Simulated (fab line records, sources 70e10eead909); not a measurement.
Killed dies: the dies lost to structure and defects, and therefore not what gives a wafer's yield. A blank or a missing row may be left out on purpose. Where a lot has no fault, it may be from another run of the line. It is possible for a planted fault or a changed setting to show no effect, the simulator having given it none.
Struck lot and sound lot, side by side + flow nandHarc + 40 out of 1159 route steps
Sound: these wafers, L477.4, L477.5, L477.6. The struck wafers were L484.1, L484.3, L484.4. The cause comes at the end.
Order at every step that has rows: each side's tool, ch and its chambers, its first start. Under that, the readings that differ: sound wafers + struck wafers + difference of the means + sigmas: that difference in standard deviations of wafers without a fault.
alike: same words and numbers on both sides, and readings whose means sit less than 2 such deviations apart. not compared: any withheld reading, any reading some wafer has no value for, any bound like >300 that may hide the same value, and any number with overlapping values for which the record gives no deviation.
A row with sigmas, a row that says differs or no value, or rows on one side alone: a step with any of these is where the two part. When numbers do not overlap yet have no deviation, they are printed without sigmas and do not part them. A reading missing from all wafers of one side parts the sides only when that side holds two or more wafers.

first, 11 steps without rows for these wafers: NHARC_A_STAIRCASE_HMDS_243 (time 30 s); NHARC_A_STAIRCASE_COAT_244; NHARC_A_STAIRCASE_SOFTBAKE_245 (time 170 s); NHARC_A_STAIRCASE_EBR_246; NHARC_A_STAIRCASE_EXPOSE_247 (exposes mask SDS 1); NHARC_A_STAIRCASE_PEB_248 (peb time 130 s); NHARC_A_STAIRCASE_DEVELOP_249 (time 140 s); NHARC_A_STAIRCASE_HARDBAKE_251 (time 140 s); NHARC_A_STAIRCASE_DESCUM_252 (chemistry O2, time 3 s); NHARC_A_STAIRCASE_ETCH_253 (etches the open film in C4F8/O2, target depth 50 nm, time 20.2 s); NHARC_A_STAIRCASE_STRIP_254 (strips in O2).
NHARC_A_STAIRCASE_STRIP_255: strips in SPM, time 900 s.
  sound on wetBench-07 ch 2,5,6, day 11 16:51; struck on wetBench-07 ch 1,3,4, day 12 23:42
then, 3 steps without rows for these wafers: NHARC_A_STAIRCASE_PRECLEAN_256 (cleans in SC1); NHARC_A_STAIRCASE_SRD_257; NHARC_A_STAIRCASE_HM_DEP_456 (deposits aC, target thk 1500 nm).
NHARC_A_STAIRCASE_DEP_259: deposits SiON, target thk 30 nm.
  sound on pecvd-04 ch 0,1,2, day 11 19:46; struck on pecvd-03 ch 0,1, day 13 01:59
  alike: heaterPowerW, susceptorTempC
then, 9 steps without rows for these wafers: NHARC_A_STAIRCASE_DEHYDRATE_281 (time 120 s); NHARC_A_STAIRCASE_HMDS_282 (time 30 s); NHARC_A_STAIRCASE_COAT_283; NHARC_A_STAIRCASE_SOFTBAKE_284 (time 170 s); NHARC_A_STAIRCASE_EBR_285; NHARC_A_STAIRCASE_EXPOSE_286 (exposes mask CHOP 100); NHARC_A_STAIRCASE_PEB_287 (peb time 130 s); NHARC_A_STAIRCASE_DEVELOP_288 (time 140 s); NHARC_A_STAIRCASE_HARDBAKE_290 (time 140 s).
NHARC_A_STAIRCASE_DESCUM_291: chemistry O2, time 3 s.
  sound on rieDiel-02 ch 2,3, day 11 20:42; struck on rieDiel-03 ch 0,1,2, day 13 02:59
  alike: drypumpMotorCurrentA, oesProductAu, rfVppV, showerheadPlenumPTorr, throttleValvePct
  not compared: rfHoursCounterH
NHARC_A_STAIRCASE_ETCH_292: etches the open film in CF4/CHF3.
  sound on rieDiel-02 ch 0,1,3, day 11 20:49; struck on rieDiel-03 ch 0,1,2, day 13 03:03
  alike: drypumpMotorCurrentA, oesProductAu, rfVppV, showerheadPlenumPTorr, throttleValvePct
  not compared: rfHoursCounterH
NHARC_A_STAIRCASE_HM_OPEN_460: chemistry O2/COS.
  sound on rieDiel-02 ch 0,3; struck on rieDiel-03 ch 0,1,3
  alike: drypumpMotorCurrentA, oesProductAu, rfVppV, showerheadPlenumPTorr, throttleValvePct
  not compared: rfHoursCounterH
then, 1 step without rows for these wafers: NHARC_A_STAIRCASE_STRIP_461 (strips in O2/COS).
NHARC_A_STAIRCASE_ETCH_452: etches the open film in CF4/O2, target depth 30 nm, overetch 3 nm, time 16.5 s.
  sound on rieDiel-02 ch 0,1,3; struck on rieDiel-03 ch 1,2,3
  alike: drypumpMotorCurrentA, oesProductAu, rfVppV, showerheadPlenumPTorr, throttleValvePct
  not compared: rfHoursCounterH
then, 9 steps without rows for these wafers: NHARC_A_STAIRCASE_ETCH_294 (etches the open film in C4F8/O2/Ar, target depth 4992 nm, time 1212.4 s); NHARC_A_STAIRCASE_STRIP_295 (strips in O2); NHARC_A_STAIRCASE_STRIP_296 (strips in SPM, time 900 s); NHARC_A_STAIRCASE_PRECLEAN_297 (cleans in SC1); NHARC_A_STAIRCASE_SRD_298; NHARC_A_STAIRCASE_HM_DEP_462 (deposits aC, target thk 800 nm); NHARC_A_STAIRCASE_DEP_301 (deposits SiON, target thk 30 nm); NHARC_A_STAIRCASE_DEHYDRATE_302 (time 120 s); NHARC_A_STAIRCASE_HMDS_303 (time 30 s).
-- record jumps: 8 days between struck wafers' starts before vs after; left off in module A_STAIRCASE, resumes in module END, first step shown is number 1159 of the route --
NHARC_END_SORT_01:
  here the record holds rows for the struck wafers (prober-02 ch 0, day 20 19:32) but none for the sound ones

WHERE THEY PART
NHARC_END_SORT_01 only, going by this record.

WHY: the cause the simulator had injected
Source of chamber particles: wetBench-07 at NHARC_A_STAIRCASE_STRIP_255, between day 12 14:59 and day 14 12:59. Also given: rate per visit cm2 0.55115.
